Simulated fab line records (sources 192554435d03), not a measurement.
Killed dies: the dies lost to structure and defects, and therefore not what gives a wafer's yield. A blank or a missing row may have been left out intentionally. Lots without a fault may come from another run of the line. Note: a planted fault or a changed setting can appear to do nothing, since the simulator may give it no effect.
3 desks looking at one fault :: flow n5-finfet :: each desk has only its own numbers; what lay behind them comes last

## DESK OF THE TOOL OWNER: pecvd-01
The tool's own readings at N5_BEOL_M9_PECVD_70 (deposits SiO2 from TEOS/O2, target thk 20 nm, time 22.7 s): means of the sampled wafers that have a number, for each lot that ran on this tool. If a lot's mean is further than 4 standard deviations from the usual mean, the lot is out of limits and carries the mark OUT (the distance appears in the brackets).
Columns: A = heater-power-w at N5_BEOL_M9_PECVD_70, usual 760 W; B = rf-fwd-power-W at N5_BEOL_M9_PECVD_70, usual 445.2 W; C = showerhead-plenum-p-Torr at N5_BEOL_M9_PECVD_70, usual 8.79 Torr; D = throttle-valve-pct at N5_BEOL_M9_PECVD_70, usual 22.2 %
lot: L525
first seen here: day 10 08:01
A: 751
B: 447.6
C: 8.78
D: 21.1

lot: L527
first seen here: day 11 00:50
A: 788
B: 444.1
C: 8.76
D: 22.2

lot: L534
first seen here: day 12 05:16
A: 795
B: 445.4
C: 8.78
D: 22.3

lot: L535
first seen here: day 12 17:18
A: 766
B: 444.0
C: 8.76
D: 21.9
This desk found nothing out of limits on any of the 4 lots.

## AT THE METROLOGY DESK
Means of the sampled wafers that have a number, per lot and without regard to the tool the lot ran on: this is what the gauges read. If a lot's mean is further than 4 standard deviations from the usual mean, the lot is out of limits and carries the mark OUT (the distance appears in the brackets).
Columns: A = M9_OVL at N5_BEOL_M9_OVL_MEAS_12, usual 0.4 nm
lot: L523
first seen here: day 9 17:03
A: -0.5

lot: L525
first seen here: day 10 08:31
A: 0.8

lot: L526
first seen here: day 10 19:53
A: 1.2

lot: L527
first seen here: day 11 02:34
A: 0.2

lot: L534
first seen here: day 12 06:25
A: 0.4

lot: L535
first seen here: day 12 17:56
A: -1.1

lot: L539
first seen here: day 13 11:08
A: 0.3

lot: L542
first seen here: day 15 01:03
A: -0.2

lot: L545
first seen here: day 15 02:47
A: 1.1

lot: L541
first seen here: day 15 03:01
A: -0.4

lot: L544
first seen here: day 15 03:43
A: 1.7
This desk found nothing out of limits on any of the 11 lots.

## THE DEFECT DESK
For each lot, the counts of the inspections along the route, averaged over the sampled wafers that have a number. If a lot's mean is further than 4 standard deviations from the usual mean, the lot is out of limits and carries the mark OUT (the distance appears in the brackets).
Columns: A = raw-defect-count at N5_BEOL_M9_INSPECT_13, usual 369
lot: L523
first seen here: day 9 17:04
A: 353

lot: L525
first seen here: day 10 08:32
A: 330

lot: L526
first seen here: day 10 19:54
A: 247

lot: L527
first seen here: day 11 02:35
A: 349

lot: L534
first seen here: day 12 06:27
A: 584

lot: L535
first seen here: day 12 17:58
A: 826 (+5.8) OUT

lot: L539
first seen here: day 13 11:10
A: 410

lot: L542
first seen here: day 15 01:04
A: 408

lot: L545
first seen here: day 15 02:49
A: 371

lot: L541
first seen here: day 15 03:02
A: 378

lot: L544
first seen here: day 15 03:44
A: 288
This desk's finding: out of limits on L535; first on L535, day 12 17:58 (raw-defect-count at N5_BEOL_M9_INSPECT_13). L523, L525, L526, L527, L534, L539, L542, L545, L541, L544: within limits.

## PUT TOGETHER
The defect desk could have raised an alarm at day 12 17:58, on L535.
The desk of the tool owner found nothing out of limits.
At the metrology desk, nothing out of limits was observed.
Tool owner's desk: L535 on record, inside its limits.
The metrology desk holds a record of L535, inside its limits.
Of the lots named, all ran N5_BEOL_M9_PECVD_70 on pecvd-01.

## WHAT HAD BEEN PUT IN BY THE SIMULATOR
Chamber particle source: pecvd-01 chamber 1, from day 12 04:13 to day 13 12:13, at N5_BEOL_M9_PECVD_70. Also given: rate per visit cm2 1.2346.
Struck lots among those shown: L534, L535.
Hours from the fault's start to each desk's first reading out of limits: the defect desk, 14.
